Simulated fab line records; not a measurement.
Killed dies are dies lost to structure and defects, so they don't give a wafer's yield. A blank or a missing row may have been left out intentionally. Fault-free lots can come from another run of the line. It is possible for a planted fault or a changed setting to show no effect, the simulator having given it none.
Chamber matching | flow n5-finfet | cmp-03 running N5_GATE_CUT_CMP_23: 4 sister chambers
The step polishes, stops on SiO2, t overpolish 23.4 s, target thk 16 nm. 4 wafers are shown with their chamber, then 9 later ones without.

== WAFERS, EACH WITH ITS CHAMBER ==
wafer  | chamber | motor-current-A (A)
L090.4 | 0       | 8.3
L092.2 | 1       | 10.5
L092.5 | 2       | 10.7
L092.6 | 3       | 10.2

== WAFERS WITHOUT THEIR CHAMBER ==
wafer  | motor-current-A (A)
L095.2 | 9.9
L095.4 | 10.7
L095.5 | 9.8
L096.1 | 10.9
L096.2 | 7.8
L096.4 | 9.5
L097.4 | 10.6
L097.5 | 10.3
L097.6 | 8.0

== THE CHAMBER EACH PASSED THROUGH ==
wafer  | from the rows above               | in truth
L095.2 | can't be placed: 3 or 1 or 2      | 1
L095.4 | can't be placed: 2 or 1 or 3      | 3
L095.5 | can't be placed: 3 or 1 or 2      | 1
L096.1 | can't be placed: 2 or 1 or 3      | 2
L096.2 | 0                                 | 0
L096.4 | can't be placed: 3 or 1 or 0 or 2 | 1
L097.4 | can't be placed: 1 or 2 or 3      | 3
L097.5 | can't be placed: 3 or 1 or 2      | 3
L097.6 | 0                                 | 0
Placed correctly: 2 of 9. Cannot be placed on the basis of these rows: 7; the candidates contain the true chamber in 7. Placed wrongly: 0.
How it was worked out, from the rows above alone: a wafer's distance from a chamber is the root of the sum, over the readings, of the square of ((its reading less the chamber's mean) divided by the reading's scatter). The wafer belongs to the nearest chamber; if the next one is less than 2 further off, it can't be placed. Each chamber's mean is taken over the wafers shown for it. The scatter (one wafer shown for each chamber): square how far every hidden wafer sits from the nearest shown wafer, average those squares and take the square root.
